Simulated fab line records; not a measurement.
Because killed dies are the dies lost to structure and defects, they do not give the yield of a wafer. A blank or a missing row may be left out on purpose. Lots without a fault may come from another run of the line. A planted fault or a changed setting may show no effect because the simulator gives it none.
Matching of chambers || flow n5Finfet || 4 sister chambers for N5_BEOL_M0_SAQP_DESCUM_45 on rieDiel-03
The step chemistry O2, time 7 s. 4 wafers are shown with their chamber, then 9 later ones without.

== WAFERS, EACH WITH ITS CHAMBER ==
{"wafer": "L083.6", "chamber": 2, "showerheadPlenumPTorr (Torr)": 2.21}
{"wafer": "L086.2", "chamber": 3, "showerheadPlenumPTorr (Torr)": 2.03}
{"wafer": "L089.1", "chamber": 1, "showerheadPlenumPTorr (Torr)": 2.13}
{"wafer": "L089.5", "chamber": 0, "showerheadPlenumPTorr (Torr)": 1.98}

== WAFERS WITHOUT THEIR CHAMBER ==
{"wafer": "L090.3", "showerheadPlenumPTorr (Torr)": 2.21}
{"wafer": "L090.5", "showerheadPlenumPTorr (Torr)": 2.13}
{"wafer": "L090.6", "showerheadPlenumPTorr (Torr)": 2.21}
{"wafer": "L095.3", "showerheadPlenumPTorr (Torr)": 2.24}
{"wafer": "L095.4", "showerheadPlenumPTorr (Torr)": 2.20}
{"wafer": "L095.5", "showerheadPlenumPTorr (Torr)": 2.03}
{"wafer": "L096.3", "showerheadPlenumPTorr (Torr)": 2.12}
{"wafer": "L096.4", "showerheadPlenumPTorr (Torr)": 2.24}
{"wafer": "L096.5", "showerheadPlenumPTorr (Torr)": 2.23}

== EACH ONE'S CHAMBER ==
{"wafer": "L090.3", "from the rows above": 2, "in truth": 2}
{"wafer": "L090.5", "from the rows above": 1, "in truth": 1}
{"wafer": "L090.6", "from the rows above": 2, "in truth": 2}
{"wafer": "L095.3", "from the rows above": 2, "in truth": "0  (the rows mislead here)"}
{"wafer": "L095.4", "from the rows above": 2, "in truth": 2}
{"wafer": "L095.5", "from the rows above": 3, "in truth": 3}
{"wafer": "L096.3", "from the rows above": 1, "in truth": 1}
{"wafer": "L096.4", "from the rows above": 2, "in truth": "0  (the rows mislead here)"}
{"wafer": "L096.5", "from the rows above": 2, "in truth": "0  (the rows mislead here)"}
Placed correctly: 6 of 9. Left unplaced by these rows: 0. Number placed wrongly: 3.
How it was worked out, from the rows above alone: a wafer's distance from a chamber is the root of the sum, over the readings, of the square of ((its reading less the chamber's mean) divided by the reading's scatter). If the next closest chamber is less than 2 further off than the closest, the wafer can't be placed; otherwise it belongs to the closest. The mean given for a chamber averages the wafers shown for that chamber. The scatter: root of mean squared gap, hidden wafer to nearest shown wafer, with one shown wafer a chamber.
